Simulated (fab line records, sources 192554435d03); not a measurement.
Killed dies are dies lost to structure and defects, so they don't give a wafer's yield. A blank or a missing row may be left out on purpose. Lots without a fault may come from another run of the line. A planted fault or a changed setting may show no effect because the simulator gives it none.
Which tool did it? | flow n5_finfet | 24 lots, 72 wafers sampled, at 6 steps of a route of 1938

WHAT THE GAUGES READ, wafer by wafer
N5_ZERO_LAYER_INSPECT_20: inspects for defects (darkfield).
lot  | measured    | on                | raw_defect_count
L074 | day 1 13:15 | defect_inspect-01 | 19 18 16
L075 | day 1 19:38 | defect_inspect-02 | 39 87 49
L076 | day 2 01:16 | defect_inspect-02 | 75 71 32
L077 | day 2 07:41 | defect_inspect-01 | 34 40 28
L078 | day 2 13:16 | defect_inspect-01 | 64 37 36
L079 | day 2 19:17 | defect_inspect-02 | 26 51 43
L080 | day 3 01:36 | defect_inspect-01 | 76 63 42
L081 | day 3 07:19 | defect_inspect-02 | 32 37 45
L082 | day 3 13:35 | defect_inspect-02 | 38 27 50
L083 | day 3 19:16 | defect_inspect-01 | 42 54 50
L084 | day 4 01:27 | defect_inspect-02 | 45 23 28
L085 | day 4 07:26 | defect_inspect-02 | 37 28 65
L086 | day 4 13:18 | defect_inspect-01 | 40 36 34
L087 | day 4 19:15 | defect_inspect-01 | 29 58 28
L088 | day 5 01:49 | defect_inspect-01 | 36 28 17
L089 | day 5 07:23 | defect_inspect-01 | 23 52 41
L090 | day 5 13:34 | defect_inspect-01 | 29 28 17
L091 | day 5 19:23 | defect_inspect-01 | 25 22 29
L092 | day 6 01:34 | defect_inspect-01 | 26 48 49
L093 | day 6 07:15 | defect_inspect-01 | 25 21 45
L094 | day 6 13:15 | defect_inspect-01 | 46 47 39
L095 | day 6 19:15 | defect_inspect-02 | 38 42 23
L096 | day 7 01:15 | defect_inspect-02 | 30 37 49
L097 | day 7 07:34 | defect_inspect-01 | 33 23 23

N5_WELL_APT_CD_MEAS_25: target cd 200 nm.
lot  | measured    | on        | cd_nm (nm)
L074 | day 1 14:41 | cd_sem-01 | 200.1 201.8 199.1
L075 | day 1 21:25 | cd_sem-03 | 199.0 199.7 199.9
L076 | day 2 03:58 | cd_sem-02 | 200.0 199.1 200.7
L077 | day 2 09:14 | cd_sem-03 | 198.2 200.7 201.6
L078 | day 2 15:07 | cd_sem-01 | 200.2 199.6 199.2
L079 | day 2 20:50 | cd_sem-02 | 202.0 202.4 202.0
L080 | day 3 03:13 | cd_sem-02 | 198.7 197.2 195.8
L081 | day 3 08:44 | cd_sem-03 | 202.3 201.5 199.3
L082 | day 3 15:03 | cd_sem-02 | 198.7 200.1 200.9
L083 | day 3 20:44 | cd_sem-02 | 200.9 201.5 202.0
L084 | day 4 03:01 | cd_sem-02 | 198.6 200.8 200.9
L085 | day 4 09:01 | cd_sem-01 | 198.4 201.4 199.8
L086 | day 4 14:53 | cd_sem-02 | 199.8 201.7 201.5
L087 | day 4 20:47 | cd_sem-01 | 201.0 201.7 202.0
L088 | day 5 03:22 | cd_sem-01 | 201.2 199.7 202.6
L089 | day 5 08:56 | cd_sem-02 | 202.6 202.1 201.7
L090 | day 5 15:08 | cd_sem-03 | 199.7 200.6 200.6
L091 | day 5 21:04 | cd_sem-01 | 197.5 198.3 197.9
L092 | day 6 03:10 | cd_sem-01 | 199.4 198.5 201.8
L093 | day 6 08:43 | cd_sem-03 | 201.5 200.8 200.0
L094 | day 6 14:56 | cd_sem-01 | 199.7 200.5 200.5
L095 | day 6 20:48 | cd_sem-03 | 200.3 199.8 201.4
L096 | day 7 03:02 | cd_sem-02 | 198.8 200.5 201.3
L097 | day 7 09:09 | cd_sem-01 | 203.9 202.7 202.9

N5_FIN_SAQP_THK_MEAS_07.
lot  | measured    | on            | thk_nm (nm)
L074 | day 1 21:29 | film_metro-02 | 58.9 59.5 59.8
L075 | day 2 04:34 | film_metro-01 | 60.6 61.3 60.8
L076 | day 2 10:28 | film_metro-02 | 59.4 59.9 59.9
L077 | day 2 15:11 | film_metro-01 | 60.1 58.9 60.8
L078 | day 2 22:27 | film_metro-01 | 60.2 61.0 60.0
L079 | day 3 03:52 | film_metro-01 | 59.5 60.6 60.5
L080 | day 3 10:18 | film_metro-01 | 59.4 60.5 59.3
L081 | day 3 15:53 | film_metro-01 | 59.3 60.5 59.8
L082 | day 3 22:50 | film_metro-02 | 60.4 60.3 60.7
L083 | day 4 02:50 | film_metro-02 | 57.8 59.8 59.1
L084 | day 4 10:03 | film_metro-01 | 59.0 60.3 60.7
L085 | day 4 15:48 | film_metro-02 | 60.0 60.3 60.6
L086 | day 4 21:07 | film_metro-01 | 59.9 60.4 59.4
L087 | day 5 04:57 | film_metro-01 | 60.1 59.9 61.2
L088 | day 5 09:55 | film_metro-01 | 58.8 59.1 60.5
L089 | day 5 15:54 | film_metro-01 | 59.3 60.4 60.4
L090 | day 5 21:57 | film_metro-02 | 59.5 58.6 60.1
L091 | day 6 04:33 | film_metro-02 | 59.1 59.3 59.5
L092 | day 6 10:14 | film_metro-02 | 60.5 60.5 60.6
L093 | day 6 15:31 | film_metro-02 | 59.5 58.8 59.8
L094 | day 6 21:43 | film_metro-02 | 59.7 60.2 60.1
L095 | day 7 03:37 | film_metro-01 | 58.8 59.5 59.1
L096 | day 7 09:05 | film_metro-01 | 59.1 58.7 60.0
L097 | day 7 15:14 | film_metro-02 | 59.2 59.4 60.4

N5_FIN_SAQP_CD_MEAS_16: target cd 35.6 nm.
lot  | measured    | on        | cd_nm (nm)
L074 | day 1 21:58 | cd_sem-02 | 35.56 35.66 35.59
L075 | day 2 05:03 | cd_sem-03 | 35.85 35.89 35.82
L076 | day 2 10:50 | cd_sem-01 | 36.03 35.65 35.80
L077 | day 2 15:32 | cd_sem-01 | 35.82 36.15 35.99
L078 | day 2 22:49 | cd_sem-03 | 35.16 35.59 35.74
L079 | day 3 04:22 | cd_sem-02 | 35.17 35.04 35.03
L080 | day 3 10:40 | cd_sem-01 | 35.97 35.97 35.78
L081 | day 3 16:22 | cd_sem-01 | 35.64 35.55 35.59
L082 | day 3 23:20 | cd_sem-01 | 35.66 35.39 35.40
L083 | day 4 03:20 | cd_sem-02 | 35.65 35.45 35.58
L084 | day 4 10:32 | cd_sem-02 | 35.86 35.68 35.78
L085 | day 4 16:11 | cd_sem-02 | 35.81 35.85 35.78
L086 | day 4 21:37 | cd_sem-02 | 35.37 36.10 35.44
L087 | day 5 05:19 | cd_sem-02 | 35.64 35.65 35.65
L088 | day 5 10:25 | cd_sem-02 | 35.63 35.40 35.59
L089 | day 5 16:16 | cd_sem-01 | 35.35 35.70 35.62
L090 | day 5 22:26 | cd_sem-03 | 36.32 35.69 35.99
L091 | day 6 05:02 | cd_sem-01 | 36.08 35.74 35.95
L092 | day 6 10:36 | cd_sem-03 | 35.96 35.74 35.76
L093 | day 6 16:01 | cd_sem-01 | 35.85 35.81 35.60
L094 | day 6 22:12 | cd_sem-03 | 35.26 35.31 34.95
L095 | day 7 04:07 | cd_sem-02 | 35.95 35.62 35.92
L096 | day 7 09:34 | cd_sem-02 | 35.65 35.48 35.61
L097 | day 7 15:43 | cd_sem-01 | 36.11 35.94 35.60

N5_FIN_SAQP_OVL_MEAS_17.
lot  | measured    | on         | FIN_CORE_OVL (nm)
L074 | day 1 22:01 | overlay-01 | 1.7 -0.7 -0.7
L075 | day 2 05:05 | overlay-02 | -0.5 0.0 -0.9
L076 | day 2 10:52 | overlay-01 | 0.4 0.8 1.1
L077 | day 2 15:35 | overlay-01 | -0.6 -0.9 -0.5
L078 | day 2 22:51 | overlay-02 | -0.3 0.2 1.0
L079 | day 3 04:25 | overlay-02 | 0.8 0.8 2.1
L080 | day 3 10:42 | overlay-01 | -0.5 0.3 1.3
L081 | day 3 16:25 | overlay-01 | 0.4 -0.7 -0.5
L082 | day 3 23:22 | overlay-02 | 1.8 1.1 1.7
L083 | day 4 03:22 | overlay-02 | -0.9 -0.6 0.2
L084 | day 4 10:34 | overlay-01 | -0.6 1.1 -0.3
L085 | day 4 16:14 | overlay-01 | -0.3 0.6 0.5
L086 | day 4 21:38 | overlay-01 | 1.7 -0.2 1.4
L087 | day 5 05:20 | overlay-02 | 0.9 1.3 1.6
L088 | day 5 10:27 | overlay-02 | -0.1 -0.2 1.0
L089 | day 5 16:18 | overlay-02 | 1.4 1.0 1.2
L090 | day 5 22:28 | overlay-01 | 1.5 0.6 0.0
L091 | day 6 05:05 | overlay-01 | 0.1 1.0 -0.2
L092 | day 6 10:38 | overlay-02 | 1.4 -0.2 0.5
L093 | day 6 16:04 | overlay-02 | -0.2 0.1 -0.3
L094 | day 6 22:14 | overlay-02 | -0.2 0.9 0.2
L095 | day 7 04:09 | overlay-01 | -0.2 -0.5 -0.2
L096 | day 7 09:36 | overlay-01 | 1.2 -1.0 0.2
L097 | day 7 15:46 | overlay-02 | 0.1 -0.1 1.8

N5_FIN_SAQP_INSPECT_18: inspects for defects (brightfield).
lot  | measured    | on                | raw_defect_count
L074 | day 1 22:02 | defect_inspect-01 | 256 348 328
L075 | day 2 05:07 | defect_inspect-01 | 265 371 347
L076 | day 2 10:53 | defect_inspect-02 | 377 349 296
L077 | day 2 15:36 | defect_inspect-01 | 293 276 376
L078 | day 2 22:52 | defect_inspect-01 | 334 352 280
L079 | day 3 04:26 | defect_inspect-01 | 252 374 368
L080 | day 3 10:43 | defect_inspect-01 | 316 532 397
L081 | day 3 16:26 | defect_inspect-02 | 417 279 295
L082 | day 3 23:23 | defect_inspect-02 | 403 372 629
L083 | day 4 03:23 | defect_inspect-01 | 426 576 530
L084 | day 4 10:36 | defect_inspect-02 | 562 504 337
L085 | day 4 16:15 | defect_inspect-01 | 354 281 314
L086 | day 4 21:40 | defect_inspect-02 | 470 420 387
L087 | day 5 05:22 | defect_inspect-02 | 304 605 398
L088 | day 5 10:29 | defect_inspect-01 | 317 274 329
L089 | day 5 16:19 | defect_inspect-01 | 448 267 540
L090 | day 5 22:30 | defect_inspect-02 | 482 334 412
L091 | day 6 05:06 | defect_inspect-02 | 678 713 470
L092 | day 6 10:39 | defect_inspect-01 | 544 335 382
L093 | day 6 16:06 | defect_inspect-02 | 360 325 407
L094 | day 6 22:16 | defect_inspect-02 | 479 563 548
L095 | day 7 04:10 | defect_inspect-02 | 238 345 419
L096 | day 7 09:38 | defect_inspect-02 | 401 415 645
L097 | day 7 15:47 | defect_inspect-02 | 268 310 382

WHICH TOOL RAN EACH LOT (tool, then ch and the chambers of the sampled wafers, then the start)
The record holds no process step before these readings.

WHAT THE TOOLS THEMSELVES READ (means of the sampled wafers that have a number; where no wafer has one, the mark that the record gives instead)
The record holds no such reading with a usual standard deviation.

THE ANSWER, worked out from the rows above alone
Rule: what is usual is taken from the lots themselves. Put in order of their means at a reading, lots are off if they are a third of the lots or fewer, leave a main group of 4 or more, and stand apart from it by a gap of 3 or more times the standard deviation of the main group's means; of several such gaps the widest counts. A main group whose means are all the same, to the digits that the tables above print for the reading, isn't used. A lot without any number at a reading at which 4 lots or more have one is off too. The other lots that the step has rows for count as sound. The gauges are gone through in route order, then the tools' own readings, and for those a lot's mean is taken as printed above. The first step at which some lot is off is used, and at that step the reading that is off furthest; a lot without a number counts as furthest.
No lot is off at any reading shown: from this, nothing can be told.

WHAT THE SIMULATOR HAD PUT IN
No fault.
